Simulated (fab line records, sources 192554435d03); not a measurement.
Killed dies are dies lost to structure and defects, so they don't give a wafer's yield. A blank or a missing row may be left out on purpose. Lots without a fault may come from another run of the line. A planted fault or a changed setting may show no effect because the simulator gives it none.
Which tool did it? | flow n5_finfet | 12 lots, 36 wafers sampled, at 2 steps of a route of 1938

WHAT THE GAUGES READ, wafer by wafer
N5_BEOL_M2_CD_MEAS_18: pitch 36 nm, target cd 18 nm.
lot  | measured     | on        | cd_nm (nm)
L075 | day 6 21:10  | cd_sem-02 | 18.38 17.81 18.62
L077 | day 7 13:32  | cd_sem-01 | 17.95 18.28 17.93
L078 | day 7 22:42  | cd_sem-02 | 17.86 18.04 17.75
L081 | day 8 10:37  | cd_sem-02 | 17.86 17.84 17.84
L083 | day 8 23:40  | cd_sem-02 | 18.48 17.43 18.02
L084 | day 9 06:46  | cd_sem-01 | 17.94 18.42 17.38
L087 | day 9 16:40  | cd_sem-02 | 17.74 18.31 17.47
L089 | day 10 16:48 | cd_sem-02 | 17.84 17.79 18.10
L090 | day 10 19:52 | cd_sem-02 | 18.08 18.11 17.92
L093 | day 11 03:38 | cd_sem-01 | 18.06 17.90 18.27
L095 | day 11 22:24 | cd_sem-01 | 17.89 18.11 17.85
L097 | day 12 10:14 | cd_sem-03 | 18.14 18.40 18.16

WHICH TOOL RAN EACH LOT (tool, then ch and the chambers of the sampled wafers, then the start)
lot  | N5_BEOL_M2_ETCH_63
L075 | rie_diel-04 ch 0,2,3, day 6 20:47
L077 | rie_diel-05 ch 0,1,2, day 7 13:02
L078 | rie_diel-04 ch 0,1,3, day 7 22:19
L081 | rie_diel-04 ch 1,2,3, day 8 10:06
L083 | rie_diel-04 ch 0,2, day 8 23:16
L084 | rie_diel-05 ch 0,3, day 9 06:23
L087 | rie_diel-05 ch 0,1,2, day 9 16:17
L089 | rie_diel-03 ch 0,1,3, day 10 16:22
L090 | rie_diel-04 ch 0,2, day 10 19:29
L093 | rie_diel-04 ch 0,1, day 11 03:15
L095 | rie_diel-05 ch 1,2,3, day 11 22:01
L097 | rie_diel-04 ch 0,1, day 12 09:47
- N5_BEOL_M2_ETCH_63: etches SiARC in CF4, target depth 15.6 nm, time 26 s.

THE ANSWER, worked out from the rows above alone
Rule: what is usual is taken from the lots themselves. Put in order of their means at a reading, lots are off if they are a third of the lots or fewer, leave a main group of 4 or more, and stand apart from it by a gap of 3 or more times the standard deviation of the main group's means; of several such gaps the widest counts. A main group whose means are all the same, to the digits that the tables above print for the reading, isn't used. A lot without any number at a reading at which 4 lots or more have one is off too. The other lots that the step has rows for count as sound.
No lot is off at any reading shown: from this, nothing can be told.

WHAT THE SIMULATOR HAD PUT IN
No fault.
